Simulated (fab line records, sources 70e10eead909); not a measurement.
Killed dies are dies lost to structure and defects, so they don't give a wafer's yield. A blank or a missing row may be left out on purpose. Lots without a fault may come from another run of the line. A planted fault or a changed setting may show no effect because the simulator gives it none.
Chamber matching | flow nand_harc | NHARC_A_STAIRCASE_DEP_301 on pecvd-01: 3 sister chambers
The step deposits SiON, target thk 30 nm. 6 wafers are shown with their chamber, then 11 later ones without.

WAFERS WITH THEIR CHAMBER
wafer  | chamber | heater_power_w (W)
L083.1 | 0       | 642
L085.3 | 0       | 615
L087.1 | 1       | 705
L087.4 | 2       | 838
L087.5 | 1       | 698
L088.2 | 2       | 978

WAFERS WITHOUT THEIR CHAMBER
wafer  | heater_power_w (W)
L088.3 | 609
L088.4 | 711
L092.1 | 733
L092.2 | 611
L092.5 | 909
L094.2 | 567
L094.3 | 733
L094.4 | 948
L097.3 | 639
L097.5 | 800
L097.6 | 728

WHICH CHAMBER EACH WENT THROUGH
wafer  | from the rows above          | in truth
L088.3 | can't be placed: 0 or 1      | 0
L088.4 | can't be placed: 1 or 0      | 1
L092.1 | can't be placed: 1 or 0      | 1
L092.2 | can't be placed: 0 or 1      | 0
L092.5 | 2                            | 2
L094.2 | can't be placed: 0 or 1      | 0
L094.3 | can't be placed: 1 or 0      | 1
L094.4 | 2                            | 2
L097.3 | can't be placed: 0 or 1      | 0
L097.5 | can't be placed: 1 or 2 or 0 | 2
L097.6 | can't be placed: 1 or 0      | 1
Placed correctly: 2 of 11. Can't be placed from these rows: 9 (the true chamber is among the candidates in 9). Placed wrongly: 0.
How it was worked out, from the rows above alone: a wafer's distance from a chamber is the root of the sum, over the readings, of the square of ((its reading less the chamber's mean) divided by the reading's scatter). The wafer belongs to the nearest chamber; if the next one is less than 2 further off, it can't be placed. A chamber's mean is the mean of its shown wafers. The scatter: the root of (the sum of the squares of (reading less its chamber's mean) over the shown wafers, divided by (wafers less chambers)).
